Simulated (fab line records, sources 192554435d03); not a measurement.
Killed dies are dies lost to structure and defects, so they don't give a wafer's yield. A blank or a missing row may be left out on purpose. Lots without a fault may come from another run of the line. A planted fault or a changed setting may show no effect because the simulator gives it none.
fab line records | flow n5_finfet | part 1 of 2: steps 1 to 3 of 6
record lots=22 wafers=66 last_day=18
route steps=1938 shown MOL_CONTACT_COAG@580 BEOL_M0_SAQP@674
lots that met no fault: from a run of the same line without faults
start_h: hours from the record's first day to the start of the lot's first wafer shown | wait_h: hours since the lot's step before | " the same as in the row above | L1.1+2: a row that stands for several wafers | - no value, or no start given | * or withheld: withheld | < > ~ a bound
route shown NAME@n: a module of which the file shows steps, and the number in the route of the first | usual: mean/standard deviation of fault-free wafers | same: alike in all rows | chamber/n: place in a boat | sites: the reading at each site | _std_site: their standard deviation | _edge_site: outer sites' mean less inner sites' | radius_mm: how far each site lies from the wafer's centre | mask NAME#n: copy n | behind: the tool/chamber that last shaped the wafer | hold: why the lot was held/for how many hours/how that ended | device: the transistor (n, p or np) that didn't switch | end of line: the same wafers' tests at the end of the route | a step without rows: its recipe alone | killed: dies lost to structure and defects at the first sort, not the wafer's yield | map: a wafer's dies, x killed, . not, _ none there
set.NAME: the setting as run; set.NAME@STEP: as run at that earlier step | model.NAME: the simulator's own value behind a step, which no gauge read
steps of the route over a sample of lots; a table a step, a row a wafer
services: from which hour (start_h, from the record's first day; less than 0 if before it) a tool's chamber was out of use, for how many hours, and why
## steps
# step N5_MOL_CONTACT_COAG_ETCHBACK_132
# recipe chemistry=CHF3 target=SiO2 target_depth_a=100 time_s=6.7 ion_energy_ev=200 pressure_mtorr=30 source_w=610 bias_w=170 Ar_flow_sccm=200 CHF3_flow_sccm=50
# usual drypump_motor_current_A=5.6/0.41 oes_ar_750_au=0.79/0.092 oes_product_au=0.79/0.099 rf_vpp_V=525/12 showerhead_plenum_p_Torr=2.35/0.052 throttle_valve_pct=18.74/0.27
# columns lot.wafer tool chamber start_h wait_h drypump_motor_current_A oes_ar_750_au oes_product_au rf_hours_counter_h rf_vpp_V showerhead_plenum_p_Torr throttle_valve_pct
L074.3 rie_diel-06 3 103.00 0.1 6.0 0.69 0.67 203 521 2.36 19.03
L074.4 " 1 " " 5.8 0.72 0.71 194 532 2.35 18.85
L074.5 " 0 " " 5.8 0.82 0.82 - 519 2.32 18.45
L075.3 rie_diel-03 3 104.61 0.2 5.8 0.82 0.82 76 502 2.41 18.80
L075.4 " 2 " " 5.8 0.70 0.71 - 528 2.28 19.05
L075.6 " 3 " " 5.8 0.83 0.82 - 504 2.41 18.79
L076.1 rie_diel-06 2 113.64 0.1 4.9 0.93 0.95 25 544 2.42 18.79
L076.2 " 0 " " 5.8 0.81 0.82 93 520 2.32 18.45
L076.5 " 1 " " 5.7 0.71 0.71 - 531 2.35 18.83
L077.1 rie_diel-03 3 114.55 0.2 5.8 0.83 0.81 79 500 2.41 18.80
L077.3 " 2 " " 5.8 0.70 0.70 234 529 2.27 19.09
L077.6 " 3 " " 5.8 0.81 0.81 - 500 2.41 18.82
L078.1 rie_diel-03 0 121.94 0.2 5.2 0.73 0.73 172 531 2.29 18.72
L078.4 " 3 " " 5.8 0.81 0.80 82 502 2.41 18.81
L078.5 " 3 " " 5.8 0.81 0.81 - 503 2.41 18.81
L079.1 rie_diel-01 1 128.73 0.1 6.3 0.70 0.67 235 510 2.34 18.89
L079.3 " 2 " " 5.8 0.90 0.92 11 523 2.34 18.72
L079.5 " 3 " " 6.1 0.86 0.85 - 519 2.32 18.28
L080.1 rie_diel-06 1 134.64 0.2 5.8 0.71 0.71 206 530 2.35 18.85
L080.4 " 3 " " 6.0 0.68 0.67 - 523 2.35 19.05
L080.5 " 0 " " 5.8 0.80 0.80 - 519 2.31 18.47
L082.1 rie_diel-06 0 143.81 0.3 5.8 0.80 0.80 106 520 2.31 18.47
L082.4 " 2 " " 4.9 0.91 0.94 30 542 2.42 18.82
L082.5 " 3 " " 6.0 0.68 0.67 - 522 2.35 19.03
L081.1 rie_diel-06 1 144.40 0.2 5.8 0.70 0.70 210 530 2.35 18.86
L081.3 " 0 " " 5.7 0.80 0.80 106 519 2.31 18.49
L081.6 " 1 " " 5.8 0.70 0.70 - 530 2.35 18.86
L083.3 rie_diel-06 3 157.21 0.2 6.0 0.68 0.67 224 522 2.35 19.06
L083.5 " 3 " " 6.0 0.68 0.67 - 521 2.35 19.06
L083.6 " 0 " " 5.8 0.79 0.79 - 521 2.31 18.47
L084.2 rie_diel-03 3 157.30 0.1 5.8 0.80 0.79 95 502 2.40 18.84
L084.5 " 1 " " 5.8 0.93 0.94 - 526 2.42 18.17
L084.6 " 0 " " 5.2 0.72 0.72 - 531 2.28 18.74
L085.2 rie_diel-03 1 170.10 0.1 5.8 0.92 0.94 18 529 2.41 18.17
L085.3 " 3 " " 5.8 0.80 0.78 101 500 2.40 18.85
L085.5 " 1 " " 5.9 0.92 0.94 - 529 2.41 18.17
L086.2 rie_diel-06 2 170.77 0.1 4.9 0.90 0.93 40 543 2.41 18.82
L086.3 " 3 " " 6.0 0.68 0.67 229 522 2.35 19.07
L086.6 " 3 " " 6.0 0.67 0.67 - 522 2.35 19.06
L087.3 rie_diel-03 3 177.57 0.1 5.8 0.79 0.78 105 502 2.40 18.85
L087.4 " 3 " " 5.8 0.79 0.79 - 502 2.40 18.85
L087.5 " 0 " " 5.2 0.71 0.72 - 532 2.28 18.76
L088.1 rie_diel-06 1 182.81 0.1 5.8 0.70 0.69 221 530 2.34 18.88
L088.2 " 0 " " 5.7 0.78 0.78 119 518 2.31 18.51
L088.3 " 2 " " 4.9 0.90 0.91 44 543 2.41 18.83
L089.1 rie_diel-06 3 195.52 0.2 6.0 0.67 0.66 236 522 2.35 19.09
L089.3 " 0 " " 5.7 0.78 0.78 123 520 2.31 18.50
L089.5 " 2 " " 4.9 0.90 0.91 - 543 2.41 18.83
L090.1 rie_diel-03 2 197.27 0.1 5.8 0.96 0.97 3 546 2.56 18.77
L090.2 " 0 " " 5.2 0.71 0.71 202 533 2.28 18.76
L090.6 " 1 " " 5.8 0.90 0.91 - 528 2.41 18.20
L091.1 rie_diel-03 0 203.47 0.1 5.2 0.70 0.71 205 530 2.28 18.78
L091.4 " 1 " " 5.9 0.89 0.90 - 526 2.41 18.18
L091.5 " 0 " " 5.2 0.71 0.71 - 532 2.28 18.79
L092.2 rie_diel-03 0 207.02 0.1 5.2 0.70 0.70 206 531 2.28 18.77
L092.4 " 3 " " 5.8 0.78 0.78 - 503 2.39 18.88
L092.6 " 0 " " 5.2 0.70 0.71 - 532 2.28 18.76
L093.2 rie_diel-01 1 215.98 0.1 6.3 0.94 0.92 9 508 2.33 18.50
L093.3 " 0 " " 4.8 0.69 0.68 243 529 2.36 19.21
L093.6 " 2 " " 5.8 0.85 0.86 - 524 2.33 18.76
L094.1 rie_diel-01 1 221.35 0.3 6.3 0.94 0.92 11 511 2.33 18.52
L094.2 " 2 " " 5.8 0.85 0.86 41 524 2.33 18.74
L094.4 " 3 " " 6.1 0.82 0.82 89 518 2.31 18.32
L095.4 rie_diel-06 0 229.02 0.1 5.8 0.78 0.77 132 519 2.30 18.52
L095.5 " 2 " " 4.9 0.88 0.90 - 544 2.41 18.82
L095.6 " 3 " " 6.0 0.66 0.66 - 519 2.34 19.09
# step N5_MOL_CONTACT_COAG_ETCHBACK_136
# recipe chemistry=CHF3 target=SiO2 target_depth_a=250 time_s=16.7 ion_energy_ev=200 pressure_mtorr=30 source_w=610 bias_w=170 Ar_flow_sccm=200 CHF3_flow_sccm=50
# usual drypump_motor_current_A=5.7/0.47 oes_ar_750_au=0.79/0.094 oes_product_au=0.79/0.1 rf_vpp_V=524/11 showerhead_plenum_p_Torr=2.35/0.041 throttle_valve_pct=18.76/0.28
# columns lot.wafer tool chamber start_h wait_h drypump_motor_current_A oes_ar_750_au oes_product_au rf_hours_counter_h rf_vpp_V showerhead_plenum_p_Torr throttle_valve_pct
L074.3 rie_diel-06 0 104.45 0.0 5.7 0.82 0.81 90 520 2.32 18.47
L074.4 " 2 " " 4.9 0.93 0.96 22 543 2.42 18.80
L074.5 " 3 " " 6.0 0.69 0.68 - 523 2.36 19.01
L075.3 rie_diel-01 3 106.02 0.0 6.1 0.87 0.87 49 519 2.33 18.27
L075.4 " 0 " " 4.8 0.72 0.70 202 529 2.38 19.15
L075.6 " 1 " " 6.3 0.70 0.68 - 510 2.35 18.88
L076.1 rie_diel-06 1 115.26 0.0 5.7 0.71 0.71 198 531 2.35 18.86
L076.2 " 3 " " 6.0 0.70 0.68 207 523 2.36 19.06
L076.5 " 0 " " 5.7 0.81 0.81 - 518 2.32 18.46
L077.1 rie_diel-03 3 116.08 0.0 5.8 0.82 0.81 80 502 2.41 18.81
L077.3 " 0 " " 5.2 0.73 0.74 169 533 2.29 18.72
L077.6 " 3 " " 5.8 0.82 0.81 - 502 2.41 18.81
L078.1 rie_diel-01 3 123.31 0.0 6.1 0.86 0.86 56 520 2.32 18.30
L078.4 " 1 " " 6.3 0.70 0.68 233 509 2.34 18.89
L078.5 " 2 " " 5.8 0.92 0.92 - 524 2.34 18.69
L079.1 rie_diel-01 2 130.37 0.0 5.8 0.90 0.92 12 525 2.34 18.69
L079.3 " 0 " " 4.9 0.72 0.71 211 529 2.37 19.16
L079.5 " 2 " " 5.8 0.90 0.92 - 524 2.34 18.70
L080.1 rie_diel-01 2 136.23 0.0 5.8 0.90 0.91 15 526 2.34 18.71
L080.4 " 0 " " 4.8 0.72 0.69 - 529 2.37 19.18
L080.5 " 1 " " 6.3 0.70 0.67 - 511 2.34 18.89
L082.1 rie_diel-06 3 146.17 0.0 6.0 0.68 0.67 219 521 2.35 19.04
L082.4 " 1 " " 5.7 0.70 0.70 211 531 2.35 18.88
L082.5 " 2 " " 4.9 0.91 0.94 - 542 2.42 18.82
L081.1 rie_diel-06 1 146.51 0.0 5.8 0.70 0.70 211 531 2.35 18.85
L081.3 " 0 " " 5.8 0.80 0.79 107 519 2.31 18.46
L081.6 " 2 " " 4.9 0.91 0.94 - 542 2.42 18.80
L083.3 rie_diel-03 0 158.90 0.0 5.2 0.72 0.72 186 531 2.28 18.75
L083.5 " 1 " " 5.9 0.93 0.95 - 529 2.42 18.16
L083.6 " 0 " " 5.2 0.72 0.72 - 533 2.28 18.74
L084.2 rie_diel-06 0 159.61 0.0 5.8 0.79 0.79 113 520 2.31 18.49
L084.5 " 3 " " 6.0 0.67 0.66 - 521 2.35 19.06
L084.6 " 2 " " 4.9 0.91 0.92 - 544 2.41 18.82
L085.2 rie_diel-06 2 171.56 0.0 4.9 0.91 0.93 41 543 2.41 18.83
L085.3 " 0 " " 5.8 0.79 0.79 116 519 2.31 18.48
L085.5 " 2 " " 4.9 0.91 0.92 - 543 2.41 18.81
L086.2 rie_diel-03 3 172.18 0.0 5.8 0.80 0.78 102 501 2.40 18.85
L086.3 " 0 " " 5.2 0.72 0.71 192 533 2.28 18.76
L086.6 " 0 " " 5.2 0.71 0.71 - 531 2.28 18.73
L087.3 rie_diel-06 3 179.56 0.0 6.0 0.67 0.66 232 521 2.35 19.07
L087.4 " 0 " " 5.8 0.79 0.78 119 520 2.31 18.48
L087.5 " 0 " " 5.8 0.79 0.78 - 520 2.31 18.49
L088.1 rie_diel-03 1 184.31 0.0 5.9 0.90 0.92 26 528 2.41 18.18
L088.2 " 0 " " 5.2 0.71 0.70 198 533 2.28 18.75
L088.3 " 3 " " 5.8 0.79 0.78 108 502 2.40 18.87
L089.1 rie_diel-01 2 196.90 0.0 5.8 0.86 0.86 35 525 2.33 18.73
L089.3 " 0 " " 4.9 0.69 0.67 238 528 2.36 19.21
L089.5 " 1 " " 6.3 0.96 0.94 - 509 2.34 18.51
L090.1 rie_diel-01 2 199.29 0.0 5.8 0.85 0.86 36 525 2.33 18.73
L090.2 " 1 " " 6.3 0.96 0.93 6 510 2.34 18.52
L090.6 " 1 " " 6.3 0.96 0.94 - 510 2.34 18.50
L091.1 rie_diel-03 3 205.28 0.0 5.8 0.79 0.77 115 502 2.40 18.88
L091.4 " 1 " " 5.8 0.89 0.89 - 527 2.41 18.20
L091.5 " 3 " " 5.8 0.78 0.77 - 501 2.39 18.89
L092.2 rie_diel-03 0 208.77 0.0 5.2 0.71 0.70 206 532 2.28 18.76
L092.4 " 0 " " 5.2 0.70 0.71 - 532 2.28 18.78
L092.6 " 1 " " 5.8 0.89 0.89 - 527 2.41 18.18
L093.2 rie_diel-01 2 217.50 0.0 5.8 0.85 0.87 40 524 2.33 18.75
L093.3 " 0 " " 4.9 0.69 0.68 244 527 2.36 19.22
L093.6 " 1 " " 6.3 0.93 0.93 - 509 2.33 18.53
L094.1 rie_diel-01 3 222.84 0.0 6.1 0.81 0.82 90 518 2.31 18.33
L094.2 " 2 " " 5.7 0.85 0.86 41 523 2.33 18.74
L094.4 " 0 " " 4.8 0.69 0.67 246 528 2.36 19.21
L095.4 rie_diel-06 1 230.47 0.0 5.8 0.69 0.68 229 531 2.34 18.90
L095.5 " 1 " " 5.7 0.69 0.68 - 532 2.34 18.89
L095.6 " 2 " " 4.9 0.87 0.89 - 542 2.41 18.83
# step N5_BEOL_M0_SAQP_STRIP_108
# recipe chemistry=N2/H2 power_w=500 temp_c=40 pressure_mtorr=50 rf_frequency_hz=6e+07 overash_fraction=0.3 bias_power_w=28 h2_frac=0.5 n2_flow_sccm=300 h2_flow_sccm=300
# usual drypump_motor_current_A=5.64/0.28 oes_product_au=0.75/0.094 rf_vpp_V=121.9/0.97 showerhead_plenum_p_Torr=3.36/0.11 throttle_valve_pct=18.95/0.23
# columns lot.wafer tool chamber start_h wait_h drypump_motor_current_A oes_product_au rf_hours_counter_h rf_vpp_V showerhead_plenum_p_Torr throttle_valve_pct
L074.3 rie_diel-05 3 149.12 0.0 6.35 0.66 250 120.7 3.19 19.42
L074.4 " 0 " " 5.34 0.74 161 122.4 3.34 18.58
L074.5 " 2 " " 5.90 0.73 - 121.6 3.35 18.44
L075.3 rie_diel-04 2 149.34 0.0 5.75 0.68 236 121.3 3.33 19.14
L075.4 " 1 " " 5.95 0.74 160 122.2 3.51 18.98
L075.6 " 1 " " 5.95 0.75 - 122.9 3.51 18.97
L076.1 rie_diel-02 0 149.38 0.0 5.33 0.73 179 120.8 3.22 18.82
L076.2 " 1 " " 5.83 0.68 224 121.6 3.47 18.80
L076.5 " 1 " " 5.84 0.68 - 123.3 3.47 18.82
L078.1 rie_diel-04 0 149.69 0.0 5.70 0.73 175 120.9 3.33 18.88
L078.4 " 2 " " 5.77 0.68 237 122.5 3.33 19.15
L078.5 " 1 " " 5.97 0.75 - 123.1 3.51 18.97
L077.1 rie_diel-02 3 150.33 0.0 5.50 0.66 249 122.8 3.30 19.24
L077.3 " 2 " " 5.68 0.68 229 122.4 3.47 19.39
L077.6 " 0 " " 5.32 0.73 - 121.1 3.22 18.83
L080.1 rie_diel-02 2 151.06 0.0 5.67 0.68 230 122.3 3.47 19.40
L080.4 " 3 " " 5.52 0.65 249 120.8 3.30 19.23
L080.5 " 1 " " 5.87 0.69 - 121.6 3.47 18.84
L079.1 rie_diel-02 2 151.42 0.0 5.62 0.68 230 122.0 3.47 19.41
L079.3 " 0 " " 5.33 0.73 180 121.8 3.22 18.84
L079.5 " 1 " " 5.87 0.68 - 122.9 3.47 18.83
L082.1 rie_diel-04 3 155.84 0.0 5.50 0.72 213 120.4 3.20 19.20
L082.4 " 2 " " 5.76 0.68 239 121.5 3.33 19.17
L082.5 " 3 " " 5.51 0.72 - 120.3 3.20 19.20
L081.1 rie_diel-05 0 158.60 0.0 5.34 0.73 167 122.6 3.33 18.59
L081.3 " 1 " " 5.10 0.87 34 122.4 3.42 18.75
L081.6 " 1 " " 5.09 0.88 - 122.7 3.42 18.75
L083.3 rie_diel-02 2 167.77 0.0 5.70 0.68 237 122.9 3.46 19.43
L083.5 " 3 " " 5.48 0.66 - 121.0 3.30 19.25
L083.6 " 2 " " 5.68 0.67 - 121.8 3.46 19.44
L084.2 rie_diel-05 0 170.69 0.0 5.34 0.73 172 122.6 3.33 18.61
L084.5 " 0 " " 5.33 0.73 - 120.1 3.33 18.60
L084.6 " 3 " " 6.30 0.97 - 122.3 3.59 18.99
L085.2 rie_diel-04 3 181.27 0.0 5.51 0.72 220 120.4 3.19 19.19
L085.3 " 2 " " 5.77 0.68 247 119.4 3.33 19.15
L085.5 " 2 " " 5.79 0.68 - 121.7 3.33 19.16
L086.2 rie_diel-02 2 183.85 0.0 5.69 0.68 243 121.6 3.46 19.42
L086.3 " 3 " " 5.50 0.65 259 122.1 3.29 19.24
L086.6 " 3 " " 5.48 0.65 - 120.6 3.29 19.26
L087.3 rie_diel-04 3 190.58 0.0 5.48 0.71 223 120.9 3.19 19.21
L087.4 " 2 " " 5.73 0.68 249 121.7 3.32 19.18
L087.5 " 0 " " 5.72 0.72 - 122.4 3.32 18.91
L088.1 rie_diel-04 0 194.87 0.0 5.70 0.72 191 120.4 3.32 18.90
L088.2 " 3 " " 5.49 0.70 224 121.4 3.19 19.21
L088.3 " 1 " " 5.94 0.73 175 121.0 3.50 18.99
L089.1 rie_diel-02 3 206.86 0.0 5.49 0.97 0 121.0 3.29 18.85
L089.3 " 1 " " 5.87 0.67 244 122.1 3.46 18.87
L089.5 " 0 " " 5.29 0.72 - 119.7 3.22 18.85
L090.1 rie_diel-02 3 209.49 0.0 5.47 0.96 1 121.8 3.29 18.87
L090.2 " 0 " " 5.31 0.72 191 121.2 3.22 18.87
L090.6 " 1 " " 5.87 0.68 - 121.4 3.46 18.85
L091.1 rie_diel-04 0 214.96 0.0 5.71 0.72 195 122.5 3.32 18.92
L091.4 " 1 " " 5.93 0.73 181 123.1 3.50 19.01
L091.5 " 3 " " 5.49 0.70 - 122.3 3.19 19.21
L092.2 rie_diel-02 0 219.53 0.0 5.32 0.71 193 122.3 3.21 18.86
L092.4 " 3 " " 5.52 0.95 - 121.7 3.29 18.87
L092.6 " 0 " " 5.31 0.72 - 120.3 3.22 18.85
L093.2 rie_diel-04 2 227.10 0.0 5.72 0.94 5 122.0 3.32 18.82
L093.3 " 1 " " 5.94 0.73 183 122.7 3.50 19.00
L093.6 " 0 " " 5.70 0.70 - 121.2 3.32 18.90
L094.1 rie_diel-05 2 233.14 0.0 5.87 0.72 169 120.8 3.34 18.46
L094.2 " 3 " " 6.29 0.93 14 122.9 3.59 19.00
L094.4 " 1 " " 5.11 0.84 51 123.4 3.41 18.78
L095.4 rie_diel-05 2 239.27 0.0 5.89 0.72 170 122.0 3.33 18.48
L095.5 " 3 " " 6.31 0.93 - 123.8 3.58 19.01
L095.6 " 0 " " 5.36 0.71 - 122.7 3.32 18.62
